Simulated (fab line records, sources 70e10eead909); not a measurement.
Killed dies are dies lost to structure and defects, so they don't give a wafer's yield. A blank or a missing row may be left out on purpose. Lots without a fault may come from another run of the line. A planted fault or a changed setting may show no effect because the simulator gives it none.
A struck lot beside a sound one | flow nand_harc | 15 steps out of a route of 1302
Sound: wafers L102.3, L102.4, L102.6. Struck: wafers L111.4, L111.5, L111.6. The cause comes at the end.
At each step with rows: each side's tool, then ch and its chambers, then its first start. Under that, the readings that differ: sound wafers | struck wafers | difference of the means | sigmas: that difference in standard deviations of wafers without a fault.
alike: readings whose means differ by less than 2 such deviations, and words and numbers that are the same on both sides. not compared: withheld readings, readings that some wafer has no value for, bounds like >300 that may hide the same value, and numbers for which the record gives no deviation and whose values overlap.
The two part at a step that has a row with sigmas, a row that says differs or no value, or rows on one side only. Numbers that don't overlap but have no deviation are shown without sigmas and don't part them. A reading that every wafer of one side lacks parts them only if that side has two wafers or more.

first, 8 steps without rows for these wafers: NHARC_P_M1_HMDS_02 (time 30 s); NHARC_P_M1_COAT_34 (time 65 s); NHARC_P_M1_COAT_03 (resist thk 90 nm); NHARC_P_M1_SOFTBAKE_04 (time 55 s); NHARC_P_M1_EBR_05; NHARC_P_M1_EXPOSE_06 (exposes mask P M1, target cd 130 nm); NHARC_P_M1_PEB_07 (peb time 65 s); NHARC_P_M1_DEVELOP_08 (develop time 35 s).
NHARC_P_M1_CD_MEAS_09: target cd 130 nm.
  sound on cd_sem-02 ch 0, day 6 02:55; struck on cd_sem-01 ch 0, day 10 15:44
  alike: cd_nm
NHARC_P_M1_OVL_MEAS_10: pitch 260 nm.
  sound on overlay-02, day 6 03:00; struck on overlay-02, day 10 15:49
  reading           | sound          | struck      | difference | sigmas
  overlay_x_nm (nm) | -2.2 -1.8 -1.7 | 0.3 0.3 0.2 | +2.2       | +2
  alike: overlay_y_nm
NHARC_P_M1_INSPECT_11:
  sound on defect_inspect-02, day 6 03:02; struck on defect_inspect-02, day 10 15:51
  alike: raw_defect_count
NHARC_P_M1_DESCUM_14: chemistry O2, time 3 s.
  sound on rie_diel-05 ch 0,3, day 6 03:06; struck on rie_diel-09 ch 0,1,3, day 10 15:56
  alike: drypump_motor_current_A, oes_product_au, rf_vpp_V, showerhead_plenum_p_Torr, throttle_valve_pct
  not compared: rf_hours_counter_h
NHARC_P_M1_ETCH_35: etches the open film in N2/H2, target depth 40 nm, overetch 12 nm, time 43.94 s.
  sound on rie_diel-05 ch 1,3, day 6 03:11; struck on rie_diel-09 ch 0,1,3, day 10 16:02
  no value came back on the struck wafers for any of 8 readings (bias_w (W), chamber_pressure_mTorr (mTorr) and others); on the sound wafers bias_w (W) reads 149.5 150.5 149.8
  not compared: rf_hours_counter_h
NHARC_P_M1_ETCH_15: etches the open film in C4F8/Ar, target depth 182.5 nm, time 91.2 s.
  sound on rie_diel-05 ch 0,3; struck on rie_diel-09 ch 0,1,3, day 10 16:08
  alike: bias_w, chamber_pressure_mTorr, oes_product_au, rf_fwd_power_W, rf_vpp_V
  not compared: rf_hours_counter_h
-- the record jumps here: 19 days lie between the struck wafers' starts before and after (it left off in module P_M1 and takes up again in module END, whose first step shown is number 1302 of the route) --
NHARC_END_SORT_01:
  sound on prober-01 ch 0, day 24 13:56; struck on prober-02 ch 0, day 29 20:30
  reading                  | sound          | struck      | difference | sigmas
  defect_limited_yield (%) | 86.9 87.7 84.5 | 0 0 0       | -86        | -38
  killed_at_periphery      | 3 5 6          | 608 624 613 | +610       | +99 or more
  killed_dies              | 89 83 105      | 677 677 677 | +585       | +37
  alike: killed_at_array, killed_at_other, killed_open, killed_short

WHERE THEY PART
First at NHARC_P_M1_OVL_MEAS_10; last, within this record, at NHARC_END_SORT_01.

WHY: what the simulator had put in
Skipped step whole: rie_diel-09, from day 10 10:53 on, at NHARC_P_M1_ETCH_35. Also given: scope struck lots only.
